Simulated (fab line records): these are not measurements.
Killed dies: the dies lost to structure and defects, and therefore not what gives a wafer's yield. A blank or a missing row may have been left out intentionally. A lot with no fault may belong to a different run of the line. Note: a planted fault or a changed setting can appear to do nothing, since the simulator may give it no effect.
fab line records	flow nandHarc
record: lots: 14	wafers: 40	lastDay: 33
route steps=1302 shown A_CHANNEL_HOLE_D1@475 A_CHANNEL_FILL_D1@507 A_ONON_D2@549
lots that met no fault: from a run of the same line without faults
startH: hours from the record's first day to the start of the lot's first wafer shown	waitH: hours since the lot's step before	" as in the row above	L1.1+2: several wafers, shown together as one row	- no value, or no start was given	* or withheld: withheld	< > ~ a bound
route shown NAME@n: names a module that has steps shown in the file, with the first one's number in the route	usual: mean/standard deviation of fault-free wafers	same: alike in all rows	chamber/n: place in a boat	sites: each site's reading	_std_site: how widely they spread, as a standard deviation	_edge_site: mean of outer sites minus mean of inner sites	radiusMm: for every site, how far away it sits from the centre of the wafer	mask NAME#n: copy n	behind: the tool/chamber that last shaped the wafer	hold: why the lot went on hold/how many hours it stayed there/how the hold came to an end	device: names the non-switching transistor (n, p or np)	end of line: the route-end tests of the same wafers	a step given without rows: its recipe and nothing more	killed: at the first sort, the dies lost to defects and structure; wafer yield is something else	map: shows each die of a wafer: x if killed, . if not, _ if none is there
set.NAME: setting as actually run; set.NAME@STEP: the setting as run at that earlier step	model.NAME: the simulator's own value behind a step, which no gauge read
one table for each step of the route and one row for each wafer, over a sample of lots
services: a tool's chamber out of use, with start hour (startH, from the record's first day; less than 0 if before it), hours out, and reason
== steps ==
step: NHARC_A_CHANNEL_HOLE_D1_ETCH_23
recipe: biasV: 5000	sourceW: withheld	pressureMtorr: 20	timeS: 819	arFlowSccm: 375	c4f8FlowSccm: 89.3	o2FlowSccm: 35.7	tempC: -20	targetDepthA: 16000	chemistry: C4F8/O2/Ar
usual: drypumpMotorCurrentA: 5.5/0.31	showerheadPlenumPTorr: 3.65/0.1	throttleValvePct: 32.155/0.0091
lot.wafer	tool	chamber	startH	waitH	drypumpMotorCurrentA	rfHoursCounterH	showerheadPlenumPTorr	throttleValvePct
L308.4	harEtch-01	0	181.75	0.5	5.2	-	3.54	32.155
L308.6	"	0	"	"	5.2	-	3.54	32.156
L308.5	"	1	"	"	5.4	-	3.72	32.161
L310.1	harEtch-01	0	209.97	0.5	5.2	105	3.53	32.162
L310.2	"	1	"	"	5.4	105	3.71	32.144
L310.6	"	1	"	"	5.4	-	3.71	32.170
L312.3	harEtch-01	1	226.91	0.5	5.4	-	3.70	32.160
L312.4	"	0	"	"	5.2	-	3.53	32.160
L312.5	"	1	"	"	5.4	-	3.70	32.149
L313.2	harEtch-02	1	227.12	0.5	6.1	323	3.75	32.154
L313.4	"	0	"	"	5.5	-	3.76	32.156
L313.5	"	0	"	"	5.5	-	3.76	32.147
L314.2	harEtch-01	0	234.96	0.5	5.2	120	3.53	32.156
L314.1	"	1	"	"	5.4	120	3.70	32.170
L314.3	"	0	"	"	5.2	-	3.53	32.165
L315.1	harEtch-02	1	254.69	0.5	6.1	342	3.74	32.141
L315.3	"	1	"	"	6.1	-	3.74	32.164
L315.5	"	1	"	"	6.1	-	3.74	32.152
L316.3	harEtch-01	1	262.38	0.5	5.4	-	3.69	32.158
L316.4	"	0	"	"	5.2	-	3.52	32.167
L316.5	"	1	"	"	5.4	-	3.69	32.154
L322.4	harEtch-02	1	331.00	0.5	6.1	-	3.73	32.158
L322.3	"	0	"	"	5.5	-	3.73	32.170
L322.5	"	1	"	"	6.1	-	3.73	32.147
L323.3	harEtch-01	1	332.65	0.5	5.4	-	3.67	32.150
L324.4	harEtch-02	1	343.16	0.5	6.1	-	3.72	32.159
L324.3	"	0	"	"	5.5	-	3.72	32.145
L324.6	"	1	"	"	6.1	-	3.72	32.161
L327.4	harEtch-02	1	376.99	0.5	6.0	-	3.71	32.153
L327.5	"	1	"	"	6.1	-	3.71	32.162
L327.6	"	0	"	"	5.5	-	3.71	32.157
L329.1	harEtch-01	1	394.75	0.5	5.4	219	3.65	32.163
L329.4	"	1	"	"	5.4	-	3.65	32.147
L329.6	"	0	"	"	5.2	-	3.47	32.165
L330.2	harEtch-01	1	403.07	0.5	5.4	227	3.64	32.167
L330.5	"	1	"	"	5.4	-	3.64	32.171
L330.6	"	0	"	"	5.2	-	3.47	32.161
L331.2	harEtch-01	1	412.72	0.5	5.4	234	3.64	32.151
L331.3	"	1	"	"	5.4	-	3.64	32.144
L331.5	"	1	"	"	5.5	-	3.64	32.161
step: NHARC_A_CHANNEL_HOLE_D1_STRIP_27
recipe: o2FlowSccm: 500	arFlowSccm: 0	biasW: 0	chemistry: O2
usual: drypumpMotorCurrentA: 6.0/0.34	oesProductAu: 0.997/0.0099	rfVppV: 57.8/0.88	showerheadPlenumPTorr: 3.50/0.12	throttleValvePct: 17.037/0.0087
lot.wafer	tool	chamber	startH	waitH	drypumpMotorCurrentA	oesProductAu	rfHoursCounterH	rfVppV	showerheadPlenumPTorr	throttleValvePct
L308.4	rieDiel-06	0	-	-	6.3	1.005	4	57.3	3.42	17.036
L308.5	"	2	"	"	6.0	0.995	-	58.3	3.56	17.043
L308.6	"	3	"	"	5.3	0.990	-	56.7	3.55	17.036
L310.2	rieDiel-03	3	-	-	6.2	0.991	30	59.7	3.70	17.032
L310.1	"	1	"	"	6.3	0.982	35	57.4	3.49	17.040
L310.6	"	2	"	"	6.0	1.004	-	59.7	3.76	17.034
L312.3	rieDiel-06	3	-	-	5.3	0.988	9	58.3	3.55	17.020
L312.4	"	0	"	"	6.3	0.997	8	57.1	3.42	17.047
L312.5	"	3	"	"	5.3	0.994	-	58.4	3.55	17.030
L313.4	rieDiel-01	0	-	-	5.7	0.996	8	57.2	3.56	17.044
L313.2	"	1	"	"	6.5	1.019	8	58.5	3.47	17.037
L313.5	"	3	"	"	6.5	1.005	-	57.6	3.57	17.039
L314.2	rieDiel-06	2	-	-	6.0	0.992	9	58.8	3.56	17.039
L314.1	"	0	"	"	6.3	0.998	9	59.0	3.42	17.030
L314.3	"	1	"	"	6.0	0.996	9	56.5	3.28	17.043
L315.1	rieDiel-03	3	-	-	6.2	0.990	41	58.2	3.69	17.034
L315.3	"	1	"	"	6.3	0.985	47	57.6	3.49	17.047
L315.5	"	3	"	"	6.2	0.991	-	58.8	3.69	17.050
L316.3	rieDiel-06	0	-	-	6.3	0.996	12	57.1	3.42	17.043
L316.5	"	1	"	"	6.0	0.995	-	58.0	3.28	17.036
L316.4	"	3	"	"	5.3	0.985	-	57.1	3.55	17.034
L322.3	rieDiel-06	0	-	-	6.3	0.995	2	59.7	3.41	17.046
L322.4	"	3	"	"	5.3	0.994	2	58.2	3.54	17.042
L322.5	"	1	"	"	6.0	0.989	-	58.5	3.28	17.035
L323.3	rieDiel-01	2	-	-	6.0	1.015	45	57.9	3.43	17.047
L324.4	rieDiel-03	1	-	-	6.3	1.004	19	57.1	3.47	17.038
L324.3	"	3	"	"	6.2	1.007	18	58.2	3.68	17.039
L324.6	"	1	"	"	6.3	0.999	-	58.1	3.47	17.025
L327.4	rieDiel-06	1	-	-	6.0	0.999	6	57.9	3.28	17.042
L327.6	"	0	"	"	6.3	0.997	-	57.4	3.41	17.030
L327.5	"	1	"	"	6.0	1.004	-	56.4	3.28	17.054
L329.4	rieDiel-06	2	-	-	6.0	1.005	8	58.7	3.55	17.037
L329.1	"	1	"	"	6.0	1.001	7	57.6	3.28	17.035
L329.6	"	3	"	"	5.3	1.002	-	59.4	3.54	17.040
L330.2	rieDiel-06	2	-	-	6.0	1.002	9	57.1	3.55	17.038
L330.6	"	1	"	"	6.0	0.999	-	56.3	3.28	17.024
L330.5	"	2	"	"	6.0	0.996	-	58.2	3.55	17.049
L331.2	rieDiel-06	2	-	-	6.0	1.000	9	57.5	3.55	17.047
L331.3	"	1	"	"	6.0	0.998	8	57.6	3.28	17.033
L331.5	"	2	"	"	6.0	0.997	-	56.5	3.55	17.029
step: NHARC_A_CHANNEL_FILL_D1_ALD_25
recipe: targetThkA: 600	pulseTimeS: 10	aldCycles: 600	tempC: 300	material: SiOx
usual: heaterPowerW: 437/43	precursorPulseHeightRel: 0.999/0.021
lot.wafer	tool	chamber	startH	waitH	heaterPowerW	precursorPulseHeightRel
L308.4	aldHk-02	2	220.20	0.0	424	0.995
L308.5	"	2	222.65	2.5	419	0.999
L308.6	"	3	"	"	362	1.015
L310.1	aldHk-04	3	252.12	0.1	476	1.000
L310.2	"	2	253.99	1.9	462	1.024
L310.6	"	0	255.23	3.2	470	1.007
L312.3	aldHk-01	2	268.61	1.3	491	1.009
L312.4	"	3	"	"	426	1.025
L312.5	"	1	270.41	3.1	505	1.023
L313.2	aldHk-02	3	268.66	1.3	378	0.991
L313.4	"	0	"	"	383	0.991
L313.5	"	1	"	"	446	0.977
L314.1	aldHk-02	3	278.20	0.7	370	1.017
L314.3	"	0	"	"	371	0.969
L314.2	"	1	"	"	446	1.004
L316.4	aldHk-02	3	301.07	0.3	377	1.017
L316.3	"	1	302.29	1.5	447	1.006
L316.5	"	0	304.11	3.3	382	1.001
L315.3	aldHk-04	2	301.48	0.7	453	0.977
L315.1	"	0	302.72	1.9	473	0.986
L315.5	"	2	303.97	3.2	447	0.991
L322.3	aldHk-02	2	372.55	0.0	439	1.028
L322.4	"	0	373.77	1.3	374	0.997
L322.5	"	3	375.60	3.1	390	1.000
L323.3	aldHk-01	1	372.55	0.1	496	1.018
L324.4	aldHk-01	0	385.12	0.1	413	1.026
L324.3	"	1	"	"	503	0.991
L324.6	"	0	387.57	2.5	408	0.998
L327.4	aldHk-01	1	420.99	0.7	493	1.024
L327.5	"	0	422.83	2.5	413	1.048
L327.6	"	1	"	"	507	0.994
L329.4	aldHk-01	3	435.44	0.1	390	0.990
L329.1	"	0	"	"	415	1.011
L329.6	"	3	437.88	2.5	393	1.015
L330.2	aldHk-01	2	445.30	0.1	473	1.024
L330.5	"	2	447.74	2.5	467	1.001
L330.6	"	3	"	"	397	0.996
L331.3	aldHk-04	3	453.28	0.1	479	1.001
L331.2	"	1	454.50	1.3	403	0.990
L331.5	"	0	456.32	3.1	494	0.999
step: NHARC_A_ONON_D2_DEP_06
recipe: targetThkA: 10000	n2FlowSccm: 2750	n2oFlowSccm: 2000	nh3FlowSccm: 500	sih4FlowSccm: 210	tempC: 400
usual: nh3FlowSccm: 500.3/1.4
lot.wafer	tool	chamber	startH	waitH	nh3FlowSccm
L308.4	pecvdOnon-03	0	269.48	0.2	498.5
L308.5	"	0	"	"	500.3
L308.6	"	0	"	"	500.7
L310.1	pecvdOnon-03	0	302.14	0.1	499.4
L310.2	"	0	"	"	500.9
L310.6	"	0	"	"	500.3
L312.3	pecvdOnon-01	0	316.24	0.2	501.9
L312.4	"	0	"	"	499.0
L312.5	"	0	"	"	500.3
L313.2	pecvdOnon-02	0	316.39	0.1	500.4
L313.4	"	0	"	"	501.3
L313.5	"	0	"	"	502.5
L314.1	pecvdOnon-03	0	322.69	0.1	500.9
L314.2	"	0	"	"	498.9
L314.3	"	0	"	"	499.9
L315.1	pecvdOnon-03	0	348.74	0.1	499.1
L315.3	"	0	"	"	498.7
L315.5	"	0	"	"	499.7
L316.3	pecvdOnon-01	0	348.84	0.2	500.0
L316.4	"	0	"	"	501.2
L316.5	"	0	"	"	498.7
L322.3	pecvdOnon-03	0	421.44	0.2	501.5
L322.4	"	0	"	"	499.4
L322.5	"	0	"	"	500.8
L323.3	pecvdOnon-02	0	421.61	0.2	499.8
L324.3	pecvdOnon-02	0	434.70	0.2	500.5
L324.4	"	0	"	"	500.3
L324.6	"	0	"	"	499.5
L327.4	pecvdOnon-03	0	466.79	0.2	498.5
L327.5	"	0	"	"	497.8
L327.6	"	0	"	"	497.5
L329.1	pecvdOnon-03	0	485.53	0.1	501.8
L329.4	"	0	"	"	500.9
L329.6	"	0	"	"	501.6
L330.2	pecvdOnon-01	0	499.73	0.1	500.6
L330.5	"	0	"	"	500.9
L330.6	"	0	"	"	500.5
L331.2	pecvdOnon-02	0	499.75	0.1	500.6
L331.3	"	0	"	"	498.6
L331.5	"	0	"	"	499.8
step: NHARC_A_ONON_D2_THK_MEAS_08
recipe: thkMeasGauge: ellipsometry
usual: thkNm: 997/7.4
lot.wafer	tool	chamber	startH	waitH	hold	thkNm
L308.4	filmMetro-02	-	269.81	-	-	984
L308.5	"	-	"	"	-	984
L308.6	"	-	"	"	-	983
L310.1	filmMetro-01	-	302.65	-	-	992
L310.2	"	-	"	"	-	992
L310.6	"	-	"	"	-	993
L312.3	filmMetro-01	-	316.64	-	-	1011
L312.4	"	-	"	"	-	1010
L312.5	"	-	"	"	-	1010
L313.2	filmMetro-01	-	316.84	-	-	997
L313.4	"	-	"	"	-	994
L313.5	"	-	"	"	-	994
L314.1	filmMetro-02	-	323.20	-	-	1000
L314.2	"	-	"	"	-	1001
L314.3	"	-	"	"	-	997
L316.3	filmMetro-01	-	349.24	-	-	997
L316.4	"	-	"	"	-	997
L316.5	"	-	"	"	-	996
L315.1	filmMetro-01	-	349.25	-	-	997
L315.3	"	-	"	"	-	996
L315.5	"	-	"	"	-	996
L322.3	filmMetro-02	-	421.83	-	-	988
L322.4	"	-	"	"	-	988
L322.5	"	-	"	"	-	985
L323.3	filmMetro-02	-	422.00	-	awaitDispo/0.2h/release	909
L323.3	filmMetro-02	-	422.18	0.2	-	913
L324.3	filmMetro-02	-	435.09	-	awaitDispo/0.2h/release	912
L324.4	"	-	"	"	awaitDispo/0.2h/release	993
L324.6	"	-	"	"	awaitDispo/0.2h/release	913
L324.3	filmMetro-02	-	435.26	0.2	-	915
L324.4	"	-	"	"	-	992
L324.6	"	-	"	"	-	913
L327.4	filmMetro-02	-	467.13	-	-	999
L327.5	"	-	"	"	-	1000
L327.6	"	-	"	"	-	1000
L329.1	filmMetro-01	-	486.04	-	-	1004
L329.4	"	-	"	"	-	1006
L329.6	"	-	"	"	-	1004
L330.2	filmMetro-01	-	500.18	-	-	994
L330.5	"	-	"	"	-	996
L330.6	"	-	"	"	-	994
L331.2	filmMetro-02	-	500.20	-	-	989
L331.3	"	-	"	"	-	991
L331.5	"	-	"	"	-	990
== services ==
tool	chamber	startH	hours	kind
aldHk-02	-	172.27	10.0	pm
pecvdOnon-02	-	185.00	13.0	pm
aldHk-01	-	216.43	2.3	repair
rieDiel-03	0	225.56	13.9	repair
pecvdOnon-03	-	227.19	13.0	pm
rieDiel-06	2	262.08	8.7	repair
pecvdOnon-01	-	269.27	13.0	pm
rieDiel-03	-	281.38	9.0	pm
aldHk-01	-	300.51	10.0	pm
rieDiel-03	-	305.25	2.1	repair
rieDiel-06	-	307.20	9.0	pm
rieDiel-06	1	322.10	6.5	repair
rieDiel-03	-	344.08	1.1	repair
aldHk-02	-	350.27	10.0	pm
pecvdOnon-02	-	366.00	13.0	pm
harEtch-02	-	379.49	17.0	pm
aldHk-02	-	396.91	1.1	repair
pecvdOnon-03	-	408.19	13.0	pm
rieDiel-03	3	412.11	5.2	repair
aldHk-04	-	433.92	10.0	pm
rieDiel-06	1	442.25	3.6	repair
rieDiel-06	1	471.03	3.6	repair
aldHk-01	-	478.51	10.0	pm
rieDiel-06	-	484.25	9.0	pm
== key ==
firstSign: step: NHARC_A_ONON_D2_THK_MEAS_08	reading: visit	direction: added
effect: step: NHARC_A_ONON_D2_THK_MEAS_08	reading: thkNm	direction: down	sigmas: 12	usual: 997	struck: 911
metAt NHARC_A_ONON_D2_DEP_06
struckLots L323,L324
struckWafers L323.3,L324.3,L324.6
laterRowsLeftOut L323.3,L324.3,L324.6
sortLeftOut L323.3,L324.3,L324.6
testerLeftOut L323,L324
notActingAt NHARC_A_CHANNEL_HOLE_D1_ETCH_23,NHARC_A_CHANNEL_HOLE_D1_STRIP_27,NHARC_A_CHANNEL_FILL_D1_ALD_25
onsetBetween 316.39 421.61
fault: kind: processParameterDrift	tool: pecvdOnon-02	chamber: -	onsetH: 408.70	steps: NHARC_A_ONON_D2_DEP_06	channel: targetThkA	offset: *	shape: step	endH: 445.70	scope: struckWafersOnly	actsIn: *	stated: *
testerLeftOut: of these lots the tester's yield and bins aren't shown, on N5 and GAA mostly nor the transistor test; their killed dies are dies lost to structure and defects alone, not to doping, threshold or leakage, so they don't give the yield
sortLeftOut: the simulated sort isn't trusted on such a fault, so these wafers' sort isn't shown, and their yield isn't known
laterRowsLeftOut: the simulator's readings of these wafers behind a module that went badly wrong aren't trusted and aren't shown, but for the sort
